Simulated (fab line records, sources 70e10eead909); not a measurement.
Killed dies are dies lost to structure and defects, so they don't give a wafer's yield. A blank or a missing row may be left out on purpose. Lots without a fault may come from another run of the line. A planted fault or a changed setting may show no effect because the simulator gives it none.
Chamber matching | flow nand_harc | NHARC_A_WL_FILL_ALD_00 on ald_hk-04: 4 sister chambers
The step deposits Al2O3, target thk 3 nm, pulse time 3 s, ald cycles 30. 16 wafers are shown with their chamber, then 8 later ones without.

WAFERS WITH THEIR CHAMBER
wafer  | chamber | heater_power_w (W) | precursor_pulse_height_rel
L075.1 | 0       | 525                | 0.996
L075.2 | 2       | 547                | 0.973
L075.5 | 3       | 420                | 1.005
L074.2 | 0       | 540                | 0.982
L074.3 | 3       | 423                | 0.963
L074.4 | 1       | 516                | 0.980
L078.4 | 3       | 421                | 1.002
L078.5 | 0       | 540                | 0.987
L078.6 | 1       | 507                | 0.976
L086.4 | 2       | 555                | 1.005
L086.5 | 2       | 540                | 0.998
L086.6 | 3       | 424                | 0.995
L091.1 | 1       | 542                | 0.964
L091.3 | 0       | 514                | 0.997
L091.5 | 0       | 512                | 1.010
L093.3 | 0       | 512                | 1.021

SIGNATURES (means of the wafers above)
reading                    | chamber 0 | chamber 1 | chamber 2 | chamber 3 | scatter within a chamber
heater_power_w             | 523.83    | 521.67    | 547.33    | 422.00    | 11.8
precursor_pulse_height_rel | 0.99883   | 0.97333   | 0.99200   | 0.99125   | 0.0155
Rule: a wafer's distance from a chamber is the root of the sum, over the readings, of the square of ((its reading less the chamber's mean) divided by the reading's scatter). The wafer belongs to the nearest chamber; if the next one is less than 2 further off, it can't be placed. The scatter: the root of (the sum of the squares of (reading less its chamber's mean) over the shown wafers, divided by (wafers less chambers)).

WAFERS WITHOUT THEIR CHAMBER
wafer  | heater_power_w (W) | precursor_pulse_height_rel
L093.4 | 510                | 1.010
L093.5 | 509                | 1.001
L095.4 | 501                | 0.964
L095.5 | 533                | 1.008
L095.6 | 503                | 0.974
L097.3 | 430                | 1.012
L097.4 | 514                | 0.963
L097.5 | 521                | 1.013

WHICH CHAMBER EACH WENT THROUGH
wafer  | from the rows above          | in truth
L093.4 | can't be placed: 0 or 1 or 2 | 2
L093.5 | can't be placed: 0 or 1      | 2
L095.4 | can't be placed: 1 or 0      | 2
L095.5 | can't be placed: 0 or 2 or 1 | 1
L095.6 | can't be placed: 1 or 0      | 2
L097.3 | 3                            | 3
L097.4 | can't be placed: 1 or 0      | 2
L097.5 | can't be placed: 0 or 1 or 2 | 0
Placed correctly: 1 of 8. Can't be placed from these rows: 7 (the true chamber is among the candidates in 3). Placed wrongly: 0.
